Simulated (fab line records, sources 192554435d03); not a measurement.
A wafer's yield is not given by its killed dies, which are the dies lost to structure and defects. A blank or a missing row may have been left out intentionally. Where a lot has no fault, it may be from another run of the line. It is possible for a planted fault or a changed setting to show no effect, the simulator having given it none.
fab line records | flow n5-finfet
record: lots: 22 wafers: 66 last-day: 18
route steps=1938 shown BEOL_M12@1642 BEOL_M13@1674
lots untouched by any fault: they come from a run of this same line in which no faults occurred
start-h: hours from the record's opening day to when the first of the lot's shown wafers began | wait-h: time in hours since the lot's previous step | " unchanged from the row above | L1.1+2: one row covering several wafers at once | - either no value or no given start | * or withheld: withheld | < > ~ a bound
route shown NAME@n: names a module that has steps shown in the file, with the first one's number in the route | usual: mean/standard deviation of fault-free wafers | same: alike in all rows | chamber/n: place in a boat | sites: each site's reading | _std_site: the standard deviation of these | _edge_site: mean of outer sites minus mean of inner sites | radius-mm: how far each site lies from the wafer's centre | mask NAME#n: copy n | behind: the last tool/chamber to shape the wafer | hold: why the lot was held/for how many hours/how that ended | device: the transistor (n, p or np) that didn't switch | end of line: tests of these same wafers at the route's end | a step without rows: its recipe alone | killed: the dies lost at the first sort to structure and to defects; this is not the yield of the wafer | map: shows each die of a wafer: x if killed, . if not, _ if none is there
set.NAME: the run value of the setting; set.NAME@STEP: its run value at that earlier step | model.NAME: the simulator's own value behind a step, which no gauge read
the route's steps for a sample of lots (tables are steps, rows are wafers)
services: a tool's chamber out of use, with start hour (start-h, from the record's first day; less than 0 if before it), hours out, and reason
== steps ==
step: N5_BEOL_M12_STRIP_37
recipe: chemistry: N2/H2 power-w: 1000 temp-c: 250 h2-frac: 0.65 overash-fraction: 0.3 pressure-mtorr: withheld n2-flow-sccm: 1750 h2-flow-sccm: 3250
usual: drypump-motor-current-A: 5.27/0.27 h2-flow-sccm: 3251/9.8 heater-power-w: 357/15 oes-product-au: 0.790/0.0096
columns lot.wafer tool chamber start-h wait-h drypump-motor-current-A h2-flow-sccm heater-power-w oes-product-au rf-hours-counter-h
L074.1 plasma-asher-02 0 237.36 0.0 4.96 3261 350 0.803 108
L074.3 " 1 " " 5.16 3240 368 0.801 -
L074.4 " 0 " " 4.99 3262 351 0.800 -
L077.1 plasma-asher-02 1 239.51 0.0 5.14 3248 371 0.783 108
L077.4 " 1 " " 5.16 3243 377 0.774 -
L077.5 " 1 " " 5.17 3232 372 0.772 -
L075.2 plasma-asher-01 0 239.90 0.0 5.45 3251 339 0.791 70
L075.5 " 0 " " 5.45 3263 331 0.782 -
L075.6 " 1 " " 5.69 3224 362 0.802 -
L076.1 plasma-asher-02 0 253.22 0.0 4.99 3261 340 0.803 112
L076.2 " 1 " " 5.15 3254 371 0.797 112
L076.4 " 1 " " 5.15 3248 381 0.794 -
L079.1 plasma-asher-02 0 261.65 0.0 4.96 3255 347 0.775 113
L079.3 " 0 " " 4.98 3261 342 0.784 -
L079.4 " 1 " " 5.16 3241 366 0.781 -
L078.3 plasma-asher-02 0 263.31 0.1 4.95 3265 354 0.797 -
L078.4 " 1 " " 5.15 3237 374 0.788 -
L078.5 " 0 " " 4.99 3241 358 0.780 -
L080.2 plasma-asher-01 1 273.56 0.0 5.65 3260 363 0.798 77
L080.5 " 0 " " 5.47 3264 326 0.780 -
L080.6 " 1 " " 5.67 3248 361 0.783 -
L081.1 plasma-asher-02 1 280.07 0.0 5.15 3242 375 0.791 116
L081.3 " 0 " " 4.97 3235 344 0.785 -
L081.4 " 1 " " 5.15 3250 376 0.791 -
L082.2 plasma-asher-02 0 295.68 0.0 4.96 3254 362 0.774 118
L082.4 " 1 " " 5.15 3256 363 0.793 -
L082.5 " 1 " " 5.16 3252 367 0.785 -
L083.1 plasma-asher-01 1 298.49 0.0 5.69 3239 362 0.782 82
L083.4 " 0 " " 5.46 3268 328 0.780 -
L083.5 " 1 " " 5.69 3253 365 0.807 -
L084.1 plasma-asher-01 1 299.59 0.0 5.67 3259 364 0.788 82
L084.5 " 1 " " 5.65 3264 367 0.784 -
L084.6 " 0 " " 5.46 3238 332 0.794 -
L085.2 plasma-asher-01 1 312.89 0.0 5.65 3265 361 0.791 84
L085.3 " 0 " " 5.46 3256 337 0.788 -
L085.4 " 1 " " 5.64 3266 364 0.774 -
L089.1 plasma-asher-01 0 322.24 0.0 5.46 3257 350 0.796 87
L089.4 " 1 " " 5.67 3251 351 0.815 -
L089.5 " 0 " " 5.46 3254 338 0.787 -
L088.1 plasma-asher-01 0 325.99 0.0 5.48 3253 334 0.792 88
L088.2 " 1 " " 5.66 3254 366 0.797 88
L088.5 " 0 " " 5.47 3246 335 0.792 -
L087.1 plasma-asher-02 0 329.28 0.0 4.98 3258 345 0.788 125
L087.5 " 0 " " 4.99 3264 348 0.789 -
L087.6 " 1 " " 5.15 3255 373 0.794 -
L090.2 plasma-asher-02 1 343.97 0.0 5.14 3243 367 0.809 128
L090.3 " 1 " " 5.15 3237 377 0.772 -
L090.5 " 1 " " 5.16 3256 373 0.795 -
L092.2 plasma-asher-02 0 350.98 0.0 5.00 3258 350 0.779 130
L092.4 " 0 " " 5.01 3262 344 0.800 -
L092.5 " 1 " " 5.16 3253 376 0.780 -
L094.2 plasma-asher-02 0 358.72 0.1 4.97 3261 350 0.781 132
L094.3 " 0 " " 4.99 3239 336 0.791 -
L094.5 " 0 " " 4.97 3254 339 0.797 -
L095.1 plasma-asher-01 1 367.79 0.0 5.68 3250 370 0.792 96
L095.4 " 1 " " 5.66 3255 369 0.796 -
L095.6 " 1 " " 5.67 3244 362 0.807 -
L097.3 plasma-asher-02 1 371.49 0.1 5.16 3243 370 0.787 -
L097.5 " 0 " " 4.99 3244 348 0.789 -
L097.6 " 1 " " 5.15 3242 376 0.783 -
L096.2 plasma-asher-02 0 371.95 0.0 4.95 3266 352 0.788 134
L096.4 " 1 " " 5.15 3264 383 0.790 -
L096.5 " 0 " " 4.97 3266 359 0.785 -
L091.3 plasma-asher-02 1 390.26 0.1 5.16 3248 369 0.777 -
L091.4 " 0 " " 4.94 3254 342 0.791 -
L091.5 " 0 " " 4.97 3272 353 0.794 -
step: N5_BEOL_M12_SPUTTER_45
recipe: material: Cu target-thk-a: 800 temp-c: -20 bias-v: 60 power-w: 26000 chamber-pressure-pa: 0.13 time-s: 13.33
usual: bias-v: 60.1/0.58 cathode-dc-power-W: 26001/4.9 chuck-gas-flow-sccm: 1.26/0.05 substrate-temp-c: -19.99/0.11 throttle-valve-pct: 29.9/0.92
columns lot.wafer tool chamber start-h wait-h bias-v cathode-dc-power-W chuck-gas-flow-sccm substrate-temp-c throttle-valve-pct
L075.2 pvd-sputter-01 - 242.35 0.0 60.2 26008 1.18 -20.08 30.1
L075.5 " - " " 60.8 26006 1.25 -20.01 30.6
L075.6 " - " " 59.7 26003 1.28 -20.04 31.7
L074.1 pvd-sputter-01 - 243.01 0.0 59.8 26003 1.27 -19.95 31.6
L074.3 " - " " 60.7 26007 1.18 -20.13 30.0
L074.4 " - " " 59.3 25997 1.21 -20.07 30.7
L077.1 pvd-sputter-01 - 245.27 0.0 59.6 26000 1.22 -20.07 29.3
L077.4 " - " " 60.8 25993 1.23 -19.98 30.0
L077.5 " - " " 59.8 25996 1.17 -20.13 29.8
L076.1 pvd-sputter-01 - 255.59 0.0 59.3 25994 1.18 -20.03 30.7
L076.2 " - " " 59.5 26009 1.35 -19.95 29.4
L076.4 " - " " 60.9 26011 1.32 -19.97 29.9
L079.1 pvd-sputter-03 - 266.71 0.0 60.4 25998 1.23 -20.16 29.3
L079.3 " - " " 62.1 25989 1.26 -19.96 30.8
L079.4 " - " " 60.5 25995 1.35 -19.86 28.6
L078.3 pvd-sputter-02 - 269.24 0.0 60.6 25997 1.27 -20.11 30.5
L078.4 " - " " 60.3 25998 1.30 -20.00 29.1
L078.5 " - " " 60.3 26001 1.22 -19.82 29.0
L080.2 pvd-sputter-03 - 274.74 0.0 61.2 26001 1.22 -19.82 30.8
L080.5 " - " " 61.0 26001 1.21 -19.94 30.5
L080.6 " - " " 59.6 26005 1.36 -20.11 28.7
L081.1 pvd-sputter-02 - 280.88 0.0 60.6 26003 1.29 -20.06 30.5
L081.3 " - " " 60.4 26000 1.21 -19.88 29.0
L081.4 " - " " 60.6 26007 1.22 -19.87 29.5
L082.2 pvd-sputter-03 - 297.59 0.0 60.0 26000 1.19 -20.18 29.2
L082.4 " - " " 60.6 26004 1.33 -19.96 30.5
L082.5 " - " " 59.5 25992 1.34 -20.17 29.1
L083.1 pvd-sputter-02 - 300.88 0.0 60.0 26002 1.26 -20.00 29.1
L083.4 " - " " 60.5 25995 1.23 -20.00 29.6
L083.5 " - " " 59.5 26004 1.27 -20.12 29.2
L084.1 pvd-sputter-03 - 300.88 0.0 59.6 25999 1.18 -19.84 30.6
L084.5 " - " " 60.2 26001 1.23 -20.15 29.3
L084.6 " - " " 59.8 25991 1.25 -19.84 30.6
L085.2 pvd-sputter-03 - 315.38 0.0 59.4 26007 1.23 -20.00 28.5
L085.3 " - " " 60.2 25996 1.28 -19.95 31.3
L085.4 " - " " 60.0 26004 1.23 -19.92 30.4
L089.1 pvd-sputter-01 - 323.54 0.0 60.8 25998 1.27 -19.87 31.5
L089.4 " - " " 59.0 25991 1.29 -20.21 30.3
L089.5 " - " " 60.3 26008 1.24 -20.10 29.6
L088.1 pvd-sputter-02 - 326.79 0.0 60.8 25998 1.26 -20.06 29.2
L088.2 " - " " 60.6 25997 1.29 -20.02 29.0
L088.5 " - " " 59.9 26002 1.24 -19.91 30.2
L087.1 pvd-sputter-03 - 330.44 0.0 59.7 25999 1.26 -20.05 29.2
L087.5 " - " " 60.0 26005 1.29 -20.04 28.4
L087.6 " - " " 60.2 25997 1.25 -20.26 31.3
L090.2 pvd-sputter-01 - 345.57 0.0 59.5 26001 1.28 -20.05 30.2
L090.3 " - " " 60.6 26003 1.27 -20.04 31.6
L090.5 " - " " 60.1 26009 1.26 -19.76 31.9
L092.2 pvd-sputter-03 - 355.45 0.0 59.7 26000 1.22 -20.05 30.5
L092.4 " - " " 60.0 26008 1.25 -20.08 29.3
L092.5 " - " " 59.4 26007 1.29 -19.96 31.2
L094.2 pvd-sputter-03 - 359.79 0.0 60.2 25991 1.21 -20.09 28.7
L094.3 " - " " 60.7 25995 1.30 -20.25 29.2
L094.5 " - " " 60.5 25999 1.30 -20.06 30.8
L095.1 pvd-sputter-03 - 368.79 0.0 60.7 25991 1.23 -19.83 29.4
L095.4 " - " " 59.1 26002 1.28 -19.87 31.1
L095.6 " - " " 60.0 26000 1.31 -19.92 30.5
L097.3 pvd-sputter-02 - 373.44 0.0 60.8 26005 1.26 -19.83 29.2
L097.5 " - " " 60.3 26002 1.39 -19.97 29.0
L097.6 " - " " 59.4 26003 1.26 -19.95 29.5
L096.2 pvd-sputter-02 - 374.12 0.0 59.5 25996 1.26 -19.98 30.2
L096.4 " - " " 60.0 26005 1.31 -19.87 29.1
L096.5 " - " " 60.2 25996 1.29 -19.89 29.2
L091.3 pvd-sputter-02 - 393.89 0.0 59.7 26002 1.23 -20.17 29.1
L091.4 " - " " 60.5 26002 1.23 -20.06 30.2
L091.5 " - " " 60.2 26001 1.33 -20.06 29.0
step: N5_BEOL_M12_CMP_49
recipe: stop-on: SiOC t-overpolish-s: 20.6 down-force-psi: 1 platen-rpm: 50 clearing-platen-down-force-psi: 1.5 clearing-platen-rpm: 50 post-cmp-clean: cu-alkaline target-thk-nm: 320 clearing-platen-pad-velocity-m-s: 0.99484 pad-velocity-m-s: 0.99484
usual: barrier-field-endpoint-s: 30.6/0.72 motor-current-A: 6.2/0.73 overpolish-run-s: 20.600/0.0092 slurry-flow-ml-min: 150.0/0.49
columns lot.wafer tool chamber start-h wait-h barrier-field-endpoint-s motor-current-A overpolish-run-s slurry-flow-ml-min
L075.2 cmp-01 0 242.99 0.3 30.6 6.3 20.597 149.7
L075.5 " 2 " " 31.1 7.3 20.596 149.9
L075.6 " 3 " " 30.6 5.3 20.603 149.2
L074.3 cmp-04 0 243.57 0.2 31.1 6.7 20.603 150.5
L074.1 " 1 " " 31.3 5.2 20.610 150.3
L074.4 " 3 " " 31.3 5.9 20.607 150.6
L077.1 cmp-01 0 245.87 0.3 30.0 7.1 20.590 150.3
L077.4 " 2 " " 30.4 7.5 20.589 150.4
L077.5 " 3 " " 29.7 5.7 20.609 150.2
L076.2 cmp-02 1 256.23 0.3 31.8 7.3 20.617 149.8
L076.4 " 2 " " 31.4 5.9 20.603 149.6
L076.1 " 3 " " 31.3 6.2 20.585 150.2
L079.4 cmp-02 3 267.31 0.2 30.4 6.2 20.602 149.5
L079.3 " 0 " " 29.4 6.1 20.593 150.5
L079.1 " 1 " " 31.4 7.0 20.611 149.6
L078.3 cmp-01 0 269.79 0.2 30.4 6.9 20.600 150.4
L078.4 " 1 " " 29.8 5.3 20.607 150.9
L078.5 " 1 " " 29.6 5.0 20.585 150.5
L080.2 cmp-01 1 275.46 0.3 31.4 5.3 20.595 149.9
L080.6 " 2 " " 31.4 7.4 20.595 149.6
L080.5 " 3 " " 30.8 5.6 20.594 149.9
L081.1 cmp-02 1 281.69 0.3 30.3 7.0 20.613 150.1
L081.3 " 2 " " 29.2 6.2 20.614 149.3
L081.4 " 0 " " 28.9 5.9 20.593 150.4
L082.2 cmp-04 1 298.19 0.2 30.8 5.3 20.589 149.2
L082.4 " 3 " " 30.0 5.5 20.599 149.8
L082.5 " 1 " " 31.2 5.3 20.609 149.4
L083.4 cmp-02 2 301.44 0.1 30.7 6.2 20.598 150.6
L083.1 " 1 " " 30.8 6.8 20.604 150.4
L083.5 " 2 " " 30.2 6.1 20.585 150.4
L084.1 cmp-04 3 301.48 0.3 30.6 5.6 20.613 149.7
L084.6 " 2 " " 30.1 6.9 20.593 149.6
L084.5 " 3 " " 29.4 5.7 20.604 150.2
L085.3 cmp-01 3 315.96 0.2 30.3 5.3 20.616 149.7
L085.4 " 0 " " 30.3 7.0 20.596 148.9
L085.2 " 2 " " 30.6 6.9 20.584 149.4
L089.1 cmp-02 2 324.27 0.3 30.2 5.7 20.599 149.6
L089.4 " 0 " " 29.5 5.9 20.588 150.3
L089.5 " 3 " " 30.1 5.9 20.614 149.3
L088.1 cmp-01 2 327.35 0.3 31.1 6.9 20.612 149.0
L088.2 " 0 " " 31.4 7.1 20.607 149.7
L088.5 " 2 " " 31.2 7.3 20.585 148.5
L087.1 cmp-02 1 331.11 0.4 29.7 7.1 20.601 149.8
L087.5 " 2 " " 30.3 6.0 20.603 150.6
L087.6 " 3 " " 30.5 5.9 20.600 149.7
L090.3 cmp-04 2 346.30 0.2 30.4 7.1 20.598 149.7
L090.2 " 3 " " 31.8 5.6 20.606 150.1
L090.5 " 2 " " 31.7 6.9 20.608 149.3
L092.2 cmp-02 0 356.05 0.2 29.9 6.2 20.590 149.5
L092.4 " 1 " " 31.4 7.0 20.603 150.1
L092.5 " 0 " " 29.8 6.2 20.606 150.6
L094.3 cmp-01 1 360.35 0.2 29.6 5.2 20.607 150.0
L094.2 " 2 " " 31.2 7.1 20.604 150.3
L094.5 " 2 " " 30.2 7.5 20.586 149.7
L095.4 cmp-04 2 369.53 0.2 29.8 7.3 20.594 150.8
L095.1 " 3 " " 29.8 5.3 20.593 149.9
L095.6 " 0 " " 30.8 6.6 20.599 150.3
L097.3 cmp-01 1 374.11 0.3 30.3 5.4 20.589 150.6
L097.5 " 2 " " 30.9 7.4 20.626 150.4
L097.6 " 3 " " 30.7 5.7 20.599 150.8
L096.4 cmp-01 3 374.82 0.2 31.3 5.5 20.595 150.0
L096.2 " 0 " " 31.8 6.8 20.586 150.3
L096.5 " 2 " " 30.8 7.3 20.592 149.9
L091.4 cmp-04 1 394.45 0.1 30.6 5.5 20.601 149.9
L091.3 " 2 " " 29.3 7.3 20.598 149.3
L091.5 " 1 " " 29.6 5.5 20.581 149.7
step: N5_BEOL_M13_VIA_ETCH_16
recipe: chemistry: C4F8/O2/Ar target: SiOC pressure-mtorr: 30 source-w: 3000 bias-w: 700 Ar_flow_sccm: 400 C4F8_flow_sccm: 15 O2_flow_sccm: 8 he-inner-torr: 15 he-outer-torr: 30 target-depth-a: 9217 time-s: withheld ion-energy-ev: 250 ends: cleared
usual: drypump-motor-current-A: 5.8/0.42 oes-product-au: 0.72/0.079 rf-vpp-V: 666/3 showerhead-plenum-p-Torr: 3.45/0.1 throttle-valve-pct: 24.35/0.16
columns lot.wafer tool chamber start-h wait-h drypump-motor-current-A oes-product-au rf-vpp-V showerhead-plenum-p-Torr throttle-valve-pct
L075.2 rie-diel-05 0 244.16 0.0 6.8 0.73 668 3.58 24.13
L075.5 " 3 " " 5.1 0.84 673 3.61 24.06
L075.6 " 2 " " 5.1 0.77 663 3.34 24.44
L074.1 rie-diel-03 1 244.81 0.0 6.1 0.65 663 3.43 24.39
L074.3 " 3 " " 5.7 0.64 664 3.40 24.33
L074.4 " 2 " " 6.1 0.63 668 3.50 24.39
L077.1 rie-diel-05 2 246.94 0.0 5.1 0.76 665 3.34 24.44
L077.4 " 3 " " 5.1 0.85 669 3.61 24.06
L077.5 " 0 " " 6.8 0.73 670 3.58 24.15
L076.1 rie-diel-03 3 257.43 0.0 5.6 0.63 665 3.40 24.32
L076.2 " 0 " " 5.9 0.72 665 3.46 24.38
L076.4 " 2 " " 6.2 0.63 668 3.50 24.42
L079.1 rie-diel-03 3 268.51 0.0 5.7 0.64 664 3.39 24.32
L079.3 " 1 " " 6.1 0.66 665 3.43 24.40
L079.4 " 2 " " 6.1 0.63 668 3.49 24.40
L078.3 rie-diel-06 3 271.03 0.0 5.9 0.73 661 3.32 24.37
L078.4 " 2 " " 5.5 0.84 672 3.65 24.17
L078.5 " 0 " " 5.8 0.82 668 3.48 24.42
L080.2 rie-diel-06 0 277.11 0.0 5.8 0.82 666 3.48 24.43
L080.5 " 3 " " 5.9 0.73 663 3.32 24.37
L080.6 " 0 " " 5.8 0.81 669 3.48 24.42
L081.1 rie-diel-06 0 284.61 0.0 5.8 0.81 668 3.48 24.42
L081.3 " 1 " " 6.4 0.66 669 3.52 24.64
L081.4 " 3 " " 5.9 0.72 662 3.32 24.36
L082.2 rie-diel-06 3 299.39 0.0 5.9 0.72 662 3.32 24.37
L082.4 " 1 " " 6.4 0.66 669 3.52 24.65
L082.5 " 3 " " 5.9 0.71 662 3.32 24.38
L084.1 rie-diel-06 1 302.71 0.0 6.4 0.66 668 3.52 24.65
L084.5 " 2 " " 5.4 0.83 671 3.64 24.17
L084.6 " 1 " " 6.4 0.66 667 3.52 24.66
L083.1 rie-diel-06 0 303.01 0.0 5.8 0.82 667 3.48 24.45
L083.4 " 1 " " 6.4 0.66 669 3.52 24.66
L083.5 " 0 " " 5.8 0.81 666 3.48 24.43
L085.2 rie-diel-03 1 317.07 0.0 6.1 0.63 664 3.42 24.40
L085.3 " 0 " " 5.9 0.69 666 3.45 24.39
L085.4 " 1 " " 6.1 0.64 664 3.42 24.42
L089.1 rie-diel-03 3 325.54 0.0 5.7 0.62 666 3.38 24.36
L089.4 " 0 " " 5.9 0.69 665 3.44 24.41
L089.5 " 1 " " 6.1 0.64 665 3.42 24.41
L088.1 rie-diel-06 1 328.98 0.0 6.4 0.65 667 3.51 24.66
L088.2 " 0 " " 5.8 0.78 667 3.47 24.44
L088.5 " 0 " " 5.8 0.78 665 3.47 24.45
L087.1 rie-diel-06 3 332.60 0.0 5.9 0.71 660 3.31 24.37
L087.5 " 0 " " 5.8 0.77 666 3.47 24.45
L087.6 " 1 " " 6.3 0.64 669 3.51 24.67
L090.2 rie-diel-03 0 347.48 0.0 5.9 0.69 666 3.44 24.41
L090.3 " 1 " " 6.1 0.63 664 3.42 24.43
L090.5 " 0 " " 5.9 0.68 666 3.44 24.40
L092.2 rie-diel-03 0 357.15 0.0 5.9 0.68 665 3.44 24.42
L092.4 " 3 " " 5.6 0.62 665 3.38 24.37
L092.5 " 1 " " 6.1 0.63 665 3.41 24.44
L094.2 rie-diel-03 2 361.64 0.0 6.1 0.86 669 3.48 24.17
L094.3 " 1 " " 6.1 0.62 665 3.41 24.43
L094.5 " 3 " " 5.7 0.61 664 3.38 24.38
L095.1 rie-diel-05 0 370.57 0.0 6.8 0.71 668 3.57 24.17
L095.4 " 3 " " 5.1 0.79 671 3.60 24.11
L095.6 " 2 " " 5.0 0.75 662 3.33 24.46
L097.3 rie-diel-05 1 375.24 0.0 5.4 0.65 663 3.24 24.09
L097.5 " 0 " " 6.8 0.71 669 3.57 24.17
L097.6 " 1 " " 5.4 0.65 660 3.24 24.09
L096.2 rie-diel-03 3 375.98 0.0 5.7 0.61 664 3.38 24.38
L096.4 " 2 " " 6.1 0.84 667 3.48 24.17
L096.5 " 1 " " 6.1 0.63 664 3.41 24.45
L091.3 rie-diel-05 0 395.72 0.0 6.8 0.70 670 3.56 24.19
L091.4 " 1 " " 5.4 0.65 661 3.24 24.10
L091.5 " 2 " " 5.1 0.74 664 3.33 24.47
step: N5_BEOL_M13_ETCH_38
recipe: chemistry: CF4/N2 target: SiCN target-depth-a: 675 taper-deg: 2 time-s: 71.9 ion-energy-ev: 150 mask-material: SiO2 pressure-mtorr: 40 source-w: 430 bias-w: 70 Ar_flow_sccm: 100 cf4-flow-sccm: 60 n2-flow-sccm: 60
usual: drypump-motor-current-A: 5.8/0.49 oes-product-au: 0.79/0.078 rf-vpp-V: 382.6/2 showerhead-plenum-p-Torr: 2.23/0.076 throttle-valve-pct: 15.53/0.17
columns lot.wafer tool chamber start-h wait-h drypump-motor-current-A oes-product-au rf-hours-counter-h rf-vpp-V showerhead-plenum-p-Torr throttle-valve-pct
L075.2 rie-diel-06 0 249.84 - 5.8 0.92 12 384.2 2.26 15.54
L075.5 " 3 " " 5.9 0.79 - 379.0 2.14 15.57
L075.6 " 1 " " 6.3 0.75 - 384.0 2.29 15.84
L074.1 rie-diel-05 1 249.92 - 5.4 0.74 158 379.6 2.10 15.41
L074.3 " 3 " " 5.1 0.92 17 386.1 2.35 15.31
L074.4 " 0 " " 6.8 0.79 121 385.8 2.31 15.34
L077.1 rie-diel-05 2 250.08 - 5.1 0.86 64 381.0 2.15 15.56
L077.4 " 1 " " 5.4 0.74 158 381.2 2.10 15.42
L077.5 " 3 " " 5.1 0.93 - 385.6 2.35 15.30
L076.1 rie-diel-05 0 260.35 - 6.8 0.80 124 385.0 2.31 15.32
L076.2 " 3 " " 5.1 0.91 21 384.4 2.34 15.30
L076.4 " 2 " " 5.0 0.85 68 382.1 2.15 15.56
L079.1 rie-diel-03 2 270.79 - 6.1 0.68 243 382.2 2.26 15.80
L079.3 " 3 " " 5.6 0.71 205 382.8 2.19 15.64
L079.4 " 0 " " 5.9 0.79 119 381.2 2.23 15.53
L078.3 rie-diel-05 2 273.93 - 5.1 0.85 71 380.8 2.15 15.55
L078.4 " 0 " " 6.8 0.79 129 384.1 2.31 15.34
L078.5 " 1 " " 5.4 0.73 - 382.6 2.10 15.41
L080.2 rie-diel-05 0 280.02 - 6.8 0.79 132 383.8 2.31 15.34
L080.5 " 3 " " 5.1 0.90 - 385.6 2.34 15.33
L080.6 " 0 " " 6.8 0.79 - 384.6 2.31 15.36
L082.2 rie-diel-03 1 303.27 - 6.1 0.72 199 381.3 2.20 15.58
L082.4 " 0 " " 5.9 0.77 - 383.1 2.22 15.55
L082.5 " 3 " " 5.6 0.70 - 382.6 2.19 15.64
L084.1 rie-diel-06 0 306.35 - 5.8 0.88 35 382.5 2.25 15.60
L084.5 " 3 " " 5.9 0.77 - 380.2 2.14 15.59
L084.6 " 0 " " 5.8 0.88 - 383.5 2.25 15.58
L083.1 rie-diel-03 1 306.40 - 6.1 0.71 201 380.8 2.20 15.56
L083.4 " 1 " " 6.1 0.71 - 381.8 2.20 15.57
L083.5 " 3 " " 5.6 0.70 - 380.0 2.19 15.67
L085.2 rie-diel-06 0 318.84 - 5.8 0.87 40 384.3 2.25 15.62
L085.3 " 3 " " 5.9 0.77 131 381.0 2.14 15.60
L085.4 " 2 " " 5.4 0.90 27 385.9 2.34 15.26
L089.1 rie-diel-06 1 333.41 - 6.4 0.71 212 383.2 2.27 15.90
L089.4 " 3 " " 5.9 0.76 137 379.6 2.13 15.61
L089.5 " 2 " " 5.5 0.90 - 385.9 2.34 15.26
L081.1 rie-diel-03 2 334.05 - 6.1 0.96 6 385.5 2.26 15.33
L081.3 " 0 " " 5.9 0.76 141 382.6 2.22 15.58
L081.4 " 3 " " 5.6 0.69 228 381.2 2.19 15.70
L088.1 rie-diel-06 2 337.99 - 5.4 0.89 35 384.4 2.34 15.27
L088.2 " 0 " " 5.8 0.86 47 382.4 2.25 15.61
L088.5 " 3 " " 5.9 0.76 - 379.6 2.13 15.63
L087.1 rie-diel-06 3 338.59 - 5.9 0.76 138 379.7 2.13 15.62
L087.5 " 1 " " 6.3 0.71 - 385.4 2.27 15.91
L087.6 " 0 " " 5.8 0.86 - 382.8 2.24 15.60
L090.2 rie-diel-03 0 349.32 - 5.9 0.76 146 381.1 2.22 15.58
L090.3 " 3 " " 5.6 0.69 233 381.0 2.18 15.71
L090.5 " 0 " " 5.9 0.76 - 380.6 2.22 15.58
L092.2 rie-diel-05 1 359.02 - 5.4 0.73 184 379.1 2.09 15.47
L092.4 " 2 " " 5.0 0.84 78 381.2 2.15 15.59
L092.5 " 2 " " 5.0 0.84 - 380.5 2.15 15.57
L094.2 rie-diel-06 2 364.14 - 5.5 0.88 42 384.5 2.34 15.29
L094.3 " 3 " " 5.9 0.75 146 380.3 2.13 15.64
L094.5 " 2 " " 5.5 0.87 - 386.2 2.34 15.28
L095.1 rie-diel-03 1 375.76 - 6.1 0.68 227 381.7 2.19 15.63
L095.4 " 3 " " 5.6 0.69 241 381.9 2.18 15.72
L095.6 " 0 " " 5.9 0.74 - 381.7 2.21 15.62
L097.3 rie-diel-06 0 376.92 - 5.8 0.84 58 382.7 2.24 15.64
L097.5 " 3 " " 5.9 0.75 - 380.7 2.13 15.64
L097.6 " 0 " " 5.8 0.84 - 383.4 2.24 15.63
L096.2 rie-diel-03 2 380.91 - 6.1 0.93 19 383.0 2.25 15.36
L096.4 " 0 " " 5.9 0.75 156 381.5 2.21 15.59
L096.5 " 0 " " 5.9 0.74 - 382.8 2.21 15.61
L091.3 rie-diel-05 1 398.22 - 5.4 0.72 196 379.0 2.09 15.49
L091.4 " 2 " " 5.1 0.82 91 379.4 2.15 15.60
L091.5 " 0 " " 6.8 0.76 - 383.8 2.30 15.42
step: N5_BEOL_M13_THK_MEAS_50
recipe: thk-meas-gauge: xrf reads: Cu_of_BEOL_M13_ECD_47
usual: M13_THK: 436/7.7
columns lot.wafer tool chamber start-h wait-h M13_THK[nm]
L075.2 film-metro-02 - 251.70 - 439
L075.5 " - " " 428
L075.6 " - " " 437
L074.1 film-metro-02 - 251.97 - 434
L074.3 " - " " 448
L074.4 " - " " 440
L077.1 film-metro-01 - 252.03 - 434
L077.4 " - " " 439
L077.5 " - " " 437
L076.1 film-metro-01 - 262.20 - 444
L076.2 " - " " 435
L076.4 " - " " 429
L079.1 film-metro-01 - 274.73 - 437
L079.3 " - " " 440
L079.4 " - " " 428
L078.3 film-metro-01 - 275.48 - 420
L078.4 " - " " 423
L078.5 " - " " 434
L080.2 film-metro-01 - 281.60 - 433
L080.5 " - " " 442
L080.6 " - " " 430
L082.2 film-metro-02 - 304.73 - 433
L082.4 " - " " 439
L082.5 " - " " 440
L084.1 film-metro-02 - 307.87 - 441
L084.5 " - " " 449
L084.6 " - " " 436
L083.1 film-metro-01 - 308.17 - 423
L083.4 " - " " 424
L083.5 " - " " 437
L085.2 film-metro-02 - 320.61 - 444
L085.3 " - " " 441
L085.4 " - " " 431
L089.1 film-metro-01 - 334.89 - 432
L089.4 " - " " 438
L089.5 " - " " 435
L081.1 film-metro-02 - 335.57 - 436
L081.3 " - " " 439
L081.4 " - " " 437
L088.1 film-metro-02 - 339.75 - 451
L088.2 " - " " 430
L088.5 " - " " 430
L087.1 film-metro-02 - 340.17 - 433
L087.5 " - " " 431
L087.6 " - " " 454
L090.2 film-metro-02 - 350.84 - 439
L090.3 " - " " 451
L090.5 " - " " 450
L092.2 film-metro-01 - 360.47 - 435
L092.4 " - " " 431
L092.5 " - " " 439
L094.2 film-metro-01 - 366.14 - 447
L094.3 " - " " 441
L094.5 " - " " 444
L095.1 film-metro-02 - 377.48 - 436
L095.4 " - " " 450
L095.6 " - " " 440
L097.3 film-metro-01 - 378.37 - 443
L097.5 " - " " 446
L097.6 " - " " 425
L096.2 film-metro-01 - 383.03 - 434
L096.4 " - " " 430
L096.5 " - " " 442
L091.3 film-metro-01 - 400.11 - 436
L091.4 " - " " 441
L091.5 " - " " 439
== services ==
columns tool chamber start-h hours kind
cmp-01 - 215.26 4.0 pm
rie-diel-06 2 216.82 - clean
rie-diel-06 2 216.82 - consumable-replace:focus-ring
rie-diel-06 2 216.82 - consumable-replace:showerhead
rie-diel-06 2 216.82 14.5 scheduled-down
rie-diel-06 - 230.51 0.5 repair
cmp-02 - 231.34 4.0 pm
cmp-04 - 233.64 1.8 repair
rie-diel-06 2 237.70 13.5 repair
pvd-sputter-01 - 246.25 3.0 repair
cmp-04 - 258.03 0.8 repair
cmp-01 - 281.67 3.9 repair
rie-diel-05 3 311.98 18.2 repair
cmp-02 - 312.55 0.3 repair
rie-diel-05 2 324.13 30.9 repair
cmp-04 - 328.23 4.0 pm
pvd-sputter-01 - 335.05 1.8 repair
cmp-01 - 352.54 5.1 pm
pvd-sputter-01 - 354.34 9.6 repair
pvd-sputter-01 - 366.21 1.5 repair
cmp-02 - 372.97 4.4 repair
rie-diel-06 0 381.91 6.4 repair
rie-diel-03 0 382.74 5.6 repair
rie-diel-03 1 386.53 2.1 repair
== key ==
fault none
